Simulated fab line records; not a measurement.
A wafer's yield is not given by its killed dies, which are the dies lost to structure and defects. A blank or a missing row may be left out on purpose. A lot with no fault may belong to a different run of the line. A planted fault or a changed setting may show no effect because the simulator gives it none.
A struck lot beside a sound one    flow nand_harc    14 steps out of a route of 1159
Sound: wafers L217.3, L217.5, L217.6. Wafers struck: L225.1, L225.3, L225.5. Last of all comes the cause.
For every step that has rows: the tool of each side, followed by ch and its chambers, followed by its first start. Under that, the readings that differ: sound wafers    struck wafers    difference of the means    sigmas: that difference in standard deviations of wafers without a fault.
alike: readings with means less than 2 such deviations apart, plus words and numbers identical on both sides. not compared: withheld readings, readings lacking a value on some wafer, bounds such as >300 that could conceal the same value, and numbers that have no deviation in the record and whose values overlap.
The two part at a step that has a row with sigmas, a row that says differs or no value, or rows on one side only. Numbers that have no deviation but don't overlap get no sigmas and don't part them. A reading that every wafer of one side lacks parts them only if that side has two wafers or more.

first, 2 steps without rows for these wafers: NHARC_A_SOURCE_PLATE_CVD_03 (deposits poly-Si, target thk 200 nm, time 4000 s); NHARC_A_SOURCE_PLATE_ANNEAL_05 (time 1800 s).
NHARC_A_SOURCE_PLATE_THK_MEAS_06: measures by ellipsometry.
  sound on film_metro-02 at day 9 15:36; struck on film_metro-01 at day 11 19:58
  alike: thk_nm
NHARC_A_SOURCE_PLATE_INSPECT_08:
  sound on defect_inspect-02 at day 9 15:40; struck on defect_inspect-02 at day 11 20:03
reading           sound     struck     difference  sigmas
raw_defect_count  33 61 43  77 79 127  +49         +2
then, no rows for these wafers at 1 step: NHARC_A_ONON_D1_DEP_00 (target thk 1000 nm).
NHARC_A_ONON_D1_THK_MEAS_02: measures by ellipsometry.
  sound on film_metro-01 at day 9 16:14; struck on film_metro-02 at day 11 20:38
  alike: thk_nm
then, no rows for these wafers at 1 step: NHARC_A_ONON_D1_DEP_03 (target thk 1000 nm).
NHARC_A_ONON_D1_THK_MEAS_05: measures by ellipsometry.
  sound on film_metro-01 at day 9 16:50; struck on film_metro-02 at day 11 21:11
reading      sound           struck       difference  sigmas
thk_nm (nm)  1002 1005 1005  990 991 992  -13         -2
then, no rows for these wafers at 1 step: NHARC_A_ONON_D1_DEP_06 (target thk 1000 nm).
NHARC_A_ONON_D1_THK_MEAS_08: measures by ellipsometry.
  sound on film_metro-01 at day 9 17:23; struck on film_metro-01 at day 11 21:46
reading      sound        struck          difference  sigmas
thk_nm (nm)  985 985 985  1009 1007 1011  +24         +2
NHARC_A_ONON_D1_DEP_09: target thk 1000 nm.
  sound on pecvd_onon-01 ch 0, day 9 17:34; struck on pecvd_onon-01 ch 0, day 11 21:49
NHARC_A_ONON_D1_THK_MEAS_11: measures by ellipsometry.
  sound on film_metro-01 at day 9 17:58; struck on film_metro-01 at day 11 22:19
reading      sound           struck       difference  sigmas
thk_nm (nm)  1008 1007 1006  631 630 630  -377        -38
then, no rows for these wafers at 1 step: NHARC_A_ONON_D1_DEP_12 (target thk 1000 nm).
-- the record jumps here: 12 days lie between the struck wafers' starts before and after (it left off in module A_ONON_D1 and takes up again in module END, whose first step shown is number 1159 of the route) --
NHARC_END_SORT_01:
  only the struck wafers appear in the record here, on prober-01 ch 0 at day 23 19:40; the sound ones have no rows

== WHERE THEY PART ==
Last at NHARC_END_SORT_01 as far as this record goes, first at NHARC_A_SOURCE_PLATE_INSPECT_08.

WHY: what had been put in by the simulator
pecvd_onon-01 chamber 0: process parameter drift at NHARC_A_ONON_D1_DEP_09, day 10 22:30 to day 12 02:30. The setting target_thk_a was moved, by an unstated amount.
